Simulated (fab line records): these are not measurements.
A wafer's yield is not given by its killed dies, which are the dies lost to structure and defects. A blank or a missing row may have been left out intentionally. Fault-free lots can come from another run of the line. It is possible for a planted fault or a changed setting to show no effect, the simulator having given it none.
The tool behind it: which one? ; flow n5-finfet ; 12 lots with 36 wafers sampled at 4 steps, on a route of 1938 steps

WHAT THE GAUGES SHOWED, per wafer
N5_PASSIVATION_OVL_MEAS_66.
lot;measured;on;PASS_OPEN_OVL (nm)
L642;day 11 23:13;overlay-01;4 -2 -3
L644;day 12 06:58;overlay-02;-3 -3 -1
L643;day 12 21:05;overlay-01;-1 0 -1
L646;day 13 21:08;overlay-02;0 -7 -3
L647;day 14 00:36;overlay-01;-3 -8 -2
L648;day 14 04:44;overlay-01;-3 -2 -16
L651;day 14 13:07;overlay-01;-8 -3 -9
L654;day 15 18:49;overlay-01;-3 8 2
L655;day 16 08:52;overlay-02;-10 -6 9
L662;day 17 23:12;overlay-02;-7 -4 -3
L663;day 17 23:15;overlay-01;-9 -2 -4
L664;day 19 11:26;overlay-01;-3 2 -5

WHICH TOOL RAN EACH LOT (tool, then ch and the chambers of the sampled wafers, then the start)
lot;N5_BEOL_M0_HM_STRIP_129;N5_PASSIVATION_STRIP_14;N5_PASSIVATION_AL_DEP_21
L642;wet-bench-03 ch 1,2,3, day 5 22:22;rie-diel-05 ch 0,2,3, day 11 18:22;pvd-sputter-03, day 11 20:41
L644;wet-bench-06 ch 1,5,6, day 6 04:23;rie-diel-03 ch 0,2,3, day 12 03:38;pvd-sputter-03, day 12 04:29
L643;wet-bench-03 ch 0,1,3, day 6 06:01;rie-diel-03 ch 0,3, day 12 17:58;pvd-sputter-03, day 12 18:51
L646;wet-bench-03 ch 0,2,7, day 7 08:41;rie-diel-03 ch 1,2,3, day 13 17:43;pvd-sputter-01, day 13 18:46
L647;wet-bench-03 ch 1,3,6, day 7 11:42;rie-diel-06 ch 0,1, day 13 19:52;pvd-sputter-01, day 13 22:01
L648;wet-bench-06 ch 0,1,4, day 7 12:39;rie-diel-03 ch 1,2,3, day 13 23:53;pvd-sputter-02, day 14 01:53
L651;wet-bench-03 ch 1,3,5, day 8 04:07;rie-diel-05 ch 1,3, day 14 10:07;pvd-sputter-03, day 14 10:53
L654;wet-bench-05 ch 0,1,5, day 9 04:43;rie-diel-03 ch 2,3, day 15 15:45;pvd-sputter-01, day 15 16:17
L655;wet-bench-03 ch 0,3,4, day 9 11:20;rie-diel-06 ch 0,1, day 16 05:32;pvd-sputter-01, day 16 06:22
L662;wet-bench-06 ch 2,3,4, day 10 22:19;rie-diel-03 ch 0,2,3, day 17 19:01;pvd-sputter-02, day 17 20:02
L663;wet-bench-05 ch 0,2,4, day 11 08:58;rie-diel-06 ch 1,2,3, day 17 19:32;pvd-sputter-02, day 17 20:22
L664;wet-bench-06 ch 1,4,5, day 11 17:28;rie-diel-06 ch 1,2, day 19 05:32;pvd-sputter-01, day 19 07:23
- N5_BEOL_M0_HM_STRIP_129: strips TiN in peroxide tin strip, target depth 17 nm, time 108 s.
- N5_PASSIVATION_STRIP_14: strips in O2.
- N5_PASSIVATION_AL_DEP_21: deposits Al, target thk 2800 nm, time 170 s.

WHAT THE TOOLS THEMSELVES READ (means of the sampled wafers that have a number; where no wafer has one, the mark that the record gives instead)
N5_PASSIVATION_STRIP_14.
lot;tool;drypump-motor-current-A (A);oes-product-au (a.u.);rf-vpp-V (V);showerhead-plenum-p-Torr (Torr);throttle-valve-pct (%)
L642;rie-diel-05;5.4;0.74;3.5;2.08;16.81
L644;rie-diel-03;5.8;0.75;4.0;2.10;16.59
L643;rie-diel-03;6.0;0.83;2.3;2.06;16.58
L646;rie-diel-03;5.4;0.73;3.3;2.11;16.66
L647;rie-diel-06;5.7;0.82;4.3;2.17;16.66
L648;rie-diel-03;5.4;0.73;3.1;2.11;16.66
L651;rie-diel-05;5.2;0.76;4.2;2.07;16.51
L654;rie-diel-03;5.5;0.69;3.4;2.10;16.82
L655;rie-diel-06;5.6;0.89;3.7;2.16;16.54
L662;rie-diel-03;5.8;0.72;4.2;2.08;16.68
L663;rie-diel-06;5.5;0.80;3.9;2.11;16.71
L664;rie-diel-06;5.8;0.75;3.2;2.13;16.81

N5_PASSIVATION_AL_DEP_21.
lot;tool;throttle-valve-pct (%)
L642;pvd-sputter-03;30.6
L644;pvd-sputter-03;29.4
L643;pvd-sputter-03;29.1
L646;pvd-sputter-01;29.8
L647;pvd-sputter-01;30.0
L648;pvd-sputter-02;30.1
L651;pvd-sputter-03;31.7
L654;pvd-sputter-01;30.0
L655;pvd-sputter-01;30.9
L662;pvd-sputter-02;30.9
L663;pvd-sputter-02;31.4
L664;pvd-sputter-01;30.9

THE ANSWER, worked out from the rows above alone
Rule: what is usual is taken from the lots themselves. Put in order of their means at a reading, lots are off if they are a third of the lots or fewer, leave a main group of 4 or more, and stand apart from it by a gap of 3 or more times the standard deviation of the main group's means; of several such gaps the widest counts. A main group whose means are all the same, to the digits that the tables above print for the reading, isn't used. A lot without any number at a reading at which 4 lots or more have one is off too. Any other lot the step has rows for is counted as sound. After the gauges, taken in route order, come the tools' own readings; for these a lot's mean is taken, as printed above. The first step at which some lot is off is used, and at that step the reading that is off furthest; a lot without a number counts as furthest.
Across all readings shown, no lot is off: no conclusion can be drawn from this.

WHAT THE SIMULATOR PUT IN
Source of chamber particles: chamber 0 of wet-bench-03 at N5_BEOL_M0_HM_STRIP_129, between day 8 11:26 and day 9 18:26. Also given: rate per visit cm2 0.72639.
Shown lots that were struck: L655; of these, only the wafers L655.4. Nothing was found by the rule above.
